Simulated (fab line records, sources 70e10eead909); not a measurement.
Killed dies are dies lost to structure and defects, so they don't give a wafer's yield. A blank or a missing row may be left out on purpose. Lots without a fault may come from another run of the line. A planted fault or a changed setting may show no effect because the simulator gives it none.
Chamber matching | flow nand_harc | NHARC_P_CONTACT_CMP_24 on cmp-01: 4 sister chambers
The step polishes, t overpolish 30 s, target thk 200 nm. 8 wafers are shown with their chamber, then 12 later ones without.

WAFERS WITH THEIR CHAMBER
wafer  | chamber | motor_current_A (A) | overpolish_run_s (s)
L085.2 | 0       | 13.8                | 30.005
L085.5 | 0       | 13.7                | 29.988
L085.6 | 1       | 10.1                | 29.984
L086.2 | 3       | 11.6                | 29.994
L086.5 | 3       | 11.6                | 30.005
L089.1 | 1       | 10.3                | 29.999
L089.2 | 2       | 12.6                | 30.014
L089.5 | 2       | 12.9                | 30.010

WAFERS WITHOUT THEIR CHAMBER
wafer  | motor_current_A (A) | overpolish_run_s (s)
L090.3 | 11.7                | 30.004
L090.4 | 12.8                | 29.991
L090.6 | 14.0                | 30.022
L092.2 | 12.7                | 30.005
L092.3 | 14.8                | 30.012
L092.5 | 10.0                | 30.005
L092.1 | 12.2                | 29.987
L092.4 | 10.4                | 29.994
L092.6 | 14.2                | 30.009
L095.2 | 11.6                | 30.003
L095.4 | 12.8                | 29.996
L095.5 | 9.8                 | 29.993

WHICH CHAMBER EACH WENT THROUGH
wafer  | from the rows above     | in truth
L090.3 | 3                       | 3
L090.4 | 2                       | 2
L090.6 | 0                       | 0
L092.2 | 2                       | 2
L092.3 | 0                       | 0
L092.5 | 1                       | 1
L092.1 | can't be placed: 3 or 2 | 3
L092.4 | 1                       | 1
L092.6 | 0                       | 0
L095.2 | 3                       | 3
L095.4 | 2                       | 2
L095.5 | 1                       | 1
Placed correctly: 11 of 12. Can't be placed from these rows: 1 (the true chamber is among the candidates in 1). Placed wrongly: 0.
How it was worked out, from the rows above alone: a wafer's distance from a chamber is the root of the sum, over the readings, of the square of ((its reading less the chamber's mean) divided by the reading's scatter). The wafer belongs to the nearest chamber; if the next one is less than 2 further off, it can't be placed. A chamber's mean is the mean of its shown wafers. The scatter: the root of (the sum of the squares of (reading less its chamber's mean) over the shown wafers, divided by (wafers less chambers)).
